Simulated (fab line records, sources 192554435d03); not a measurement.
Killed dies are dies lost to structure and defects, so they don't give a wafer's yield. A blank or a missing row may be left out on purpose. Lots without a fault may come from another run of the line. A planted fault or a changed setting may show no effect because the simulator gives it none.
A struck lot beside a sound one | flow n5_finfet | 36 steps out of a route of 1938
Sound: wafers L223.3, L223.5, L223.6. Struck: wafers L214.1, L214.2, L214.4. The cause comes at the end.
At each step with rows: each side's tool, then ch and its chambers, then its first start. Under that, the readings that differ: sound wafers | struck wafers | difference of the means | sigmas: that difference in standard deviations of wafers without a fault.
alike: readings whose means differ by less than 2 such deviations, and words and numbers that are the same on both sides. not compared: withheld readings, readings that some wafer has no value for, bounds like >300 that may hide the same value, and numbers for which the record gives no deviation and whose values overlap.
The two part at a step that has a row with sigmas, a row that says differs or no value, or rows on one side only. Numbers that don't overlap but have no deviation are shown without sigmas and don't part them. A reading that every wafer of one side lacks parts them only if that side has two wafers or more.

first, 9 steps without rows for these wafers: N5_BEOL_M1_DEVELOP_10 (develop time 30 s); N5_BEOL_M1_DESCUM_16 (chemistry O2, time 7 s); N5_BEOL_M1_ETCH_74 (etches underlayer in N2/H2, target depth 6.5 nm, time 5.2 s); N5_BEOL_M1_ETCH_63 (etches SiARC in CF4, target depth 15.6 nm, time 26 s); N5_BEOL_M1_ETCH_64 (etches SOC in N2/H2, target depth 75 nm, overetch 15 nm, time 112.5 s); N5_BEOL_M1_STRIP_65 (strips in N2/H2); N5_BEOL_M1_STRIP_75 (strips in N2/H2); N5_BEOL_M1_STRIP_66 (strips in CF4); N5_BEOL_M1_HM_OPEN_17 (chemistry Cl2/BCl3, target TiN, target depth 20 nm, overetch 6 nm).
N5_BEOL_M1_STRIP_19: strips in O2.
  sound on rie_diel-03 ch 0,2,3, day 10 21:39; struck on rie_diel-06 ch 0,2,3, day 8 20:07
  no value came back on the struck wafers for any of 7 readings (bias_power_w (W), chamber_pressure_mTorr (mTorr) and others); on the sound wafers bias_power_w (W) reads 0 0 0
  reading                                  | sound | struck     | difference | sigmas
  model.SOC_of_BEOL_M1_COAT_61.thk_nm (nm) | 0 0 0 | 52.2 52 52 | +52.1      |
  not compared: rf_hours_counter_h
then, 14 steps without rows for these wafers: N5_BEOL_M1_COAT_67 (time 60 s, resist thk 60 nm); N5_BEOL_M1_COAT_68 (time 60 s, resist thk 12 nm); N5_BEOL_M1_COAT_76 (time 60 s, resist thk 5 nm); N5_BEOL_M1_COAT_22 (resist thk 30 nm); N5_BEOL_M1_EBR_24; N5_BEOL_M1_SOFTBAKE_23 (time 60 s); N5_BEOL_M1_EXPOSE_25 (exposes mask V0, defocus 5 nm, target cd 24 nm); N5_BEOL_M1_PEB_26 (peb time 60 s); N5_BEOL_M1_DEVELOP_27 (develop time 30 s); N5_BEOL_M1_DESCUM_33 (chemistry O2, time 7 s); N5_BEOL_M1_ETCH_77 (etches underlayer in N2/H2, target depth 6.5 nm, time 5.2 s); N5_BEOL_M1_ETCH_69 (etches SiARC in CF4, target depth 15.6 nm, time 26 s); N5_BEOL_M1_ALD_98 (deposits SiO2, target thk 2.5 nm, pulse time 1 s, co reactant pulse time 1 s); N5_BEOL_M1_ETCHBACK_99 (etches SiO2 in CHF3, target depth 5 nm, time 10.4 s).
N5_BEOL_M1_ETCH_70: etches SOC in N2/H2, target depth 80 nm, overetch 16 nm, time 120 s.
  sound on rie_diel-01 ch 0,1, day 10 22:55; struck on rie_diel-01 ch 1,2,3, day 8 21:14
  reading                  | sound             | struck            | difference | sigmas
  oes_product_au (a.u.)    | 0.68 0.67 0.65    | 0.95 0.87 0.76    | +0.19      | +3
  model.etch.depth_nm (nm) | 60.14 60.41 60.12 | 100.2 97.52 99.22 | +38.8      |
  alike: drypump_motor_current_A, rf_vpp_V, showerhead_plenum_p_Torr, throttle_valve_pct
  not compared: rf_hours_counter_h
then, 6 steps without rows for these wafers: N5_BEOL_M1_STRIP_71 (strips in N2/H2); N5_BEOL_M1_STRIP_78 (strips in N2/H2); N5_BEOL_M1_VIA_ETCH_34 (etches the open film in C4F6/O2, target depth 67.8 nm, time 64.4 s); N5_BEOL_M1_STRIP_83 (strips in C4F6/O2); N5_BEOL_M1_STRIP_36 (strips in N2/H2); N5_BEOL_M1_TRENCH_ETCH_37 (etches SiOC in C4F6/O2, target depth 55.207 nm, time 29 s).
N5_BEOL_M1_ETCH_41: etches SiCN in CH3F/O2, target depth 31.9 nm, time 57.8 s.
  sound on rie_diel-01 ch 0,1; struck on rie_diel-01 ch 1,2,3
  reading                                  | sound | struck         | difference | sigmas
  model.SOC_of_BEOL_M1_COAT_61.thk_nm (nm) | 0 0 0 | 33.6 33.8 33.6 | +33.7      |
  alike: drypump_motor_current_A, oes_product_au, rf_vpp_V, showerhead_plenum_p_Torr, throttle_valve_pct
  not compared: rf_hours_counter_h
then, 2 steps without rows for these wafers: N5_BEOL_M1_STRIP_97 (strips in N2/H2, time 10 s); N5_BEOL_M1_HM_STRIP_39 (strips TiN in peroxide tin strip, target depth 25 nm, time 158 s).
N5_BEOL_M4_RC_MEAS_101:
  the record has rows for the sound wafers here (prober-01 ch 0, day 12 21:13) and none for the struck ones
-- the record jumps here: 6 days lie between the struck wafers' starts before and after (it left off in module BEOL_M4 and takes up again in module PASSIVATION, whose first step shown is number 1936 of the route) --
N5_PASSIVATION_PROBE_49:
  the record has rows for the struck wafers here (prober-02, day 14 21:32) and none for the sound ones

WHERE THEY PART
First at N5_BEOL_M1_STRIP_19; last, within this record, at N5_PASSIVATION_PROBE_49.

WHY: what the simulator had put in
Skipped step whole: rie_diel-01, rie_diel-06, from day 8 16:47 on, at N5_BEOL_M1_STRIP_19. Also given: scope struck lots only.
